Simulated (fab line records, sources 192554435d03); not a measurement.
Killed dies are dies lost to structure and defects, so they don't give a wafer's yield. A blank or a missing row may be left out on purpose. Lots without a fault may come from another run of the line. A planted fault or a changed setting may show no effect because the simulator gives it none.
Chamber matching | flow n5_finfet | N5_PASSIVATION_PECVD_35 on pecvd-03: 3 sister chambers
The step deposits SiNx from SiH4/NH3/N2, target thk 700 nm, time 151.3 s. 14 wafers are shown with their chamber, then 7 later ones without.

WAFERS WITH THEIR CHAMBER
wafer  | chamber | throttle_valve_pct (%) | showerhead_plenum_p_Torr (Torr) | heater_power_w (W)
L548.1 | 2       | 26.2                   | 8.70                            | 344
L548.2 | 0       | 28.4                   | 8.71                            | 502
L548.3 | 1       | 31.6                   | 8.76                            | 540
L549.1 | 1       | 31.4                   | 8.72                            | 427
L549.5 | 2       | 26.7                   | 8.69                            | 411
L549.6 | 1       | 31.4                   | 8.74                            | 480
L553.2 | 1       | 31.6                   | 8.76                            | 461
L553.3 | 2       | 26.6                   | 8.69                            | 364
L553.4 | 0       | 28.5                   | 8.70                            | 340
L554.1 | 0       | 28.4                   | 8.70                            | 423
L554.3 | 1       | 31.5                   | 8.75                            | 476
L554.5 | 2       | 26.4                   | 8.71                            | 374
L555.1 | 1       | 31.5                   | 8.75                            | 497
L555.4 | 0       | 28.6                   | 8.70                            | 457

SIGNATURES (means of the wafers above)
reading                  | chamber 0 | chamber 1 | chamber 2 | scatter within a chamber
throttle_valve_pct       | 28.475    | 31.500    | 26.475    | 0.14
showerhead_plenum_p_Torr | 8.7025    | 8.7467    | 8.6975    | 0.0116
heater_power_w           | 430.50    | 480.17    | 373.25    | 46.2
Rule: a wafer's distance from a chamber is the root of the sum, over the readings, of the square of ((its reading less the chamber's mean) divided by the reading's scatter). The wafer belongs to the nearest chamber; if the next one is less than 2 further off, it can't be placed. The scatter: the root of (the sum of the squares of (reading less its chamber's mean) over the shown wafers, divided by (wafers less chambers)).

WAFERS WITHOUT THEIR CHAMBER
wafer  | throttle_valve_pct (%) | showerhead_plenum_p_Torr (Torr) | heater_power_w (W)
L555.6 | 26.7                   | 8.69                            | 281
L565.1 | 28.8                   | 8.71                            | 433
L565.4 | 27.1                   | 8.70                            | 271
L565.6 | 28.9                   | 8.69                            | 469
L571.1 | 28.7                   | 8.72                            | 423
L571.4 | 27.0                   | 8.72                            | 400
L571.6 | 31.3                   | 8.72                            | 492

WHICH CHAMBER EACH WENT THROUGH
wafer  | from the rows above | in truth
L555.6 | 2                   | 2
L565.1 | 0                   | 0
L565.4 | 2                   | 2
L565.6 | 0                   | 0
L571.1 | 0                   | 0
L571.4 | 2                   | 2
L571.6 | 1                   | 1
Placed correctly: 7 of 7. Can't be placed from these rows: 0. Placed wrongly: 0.
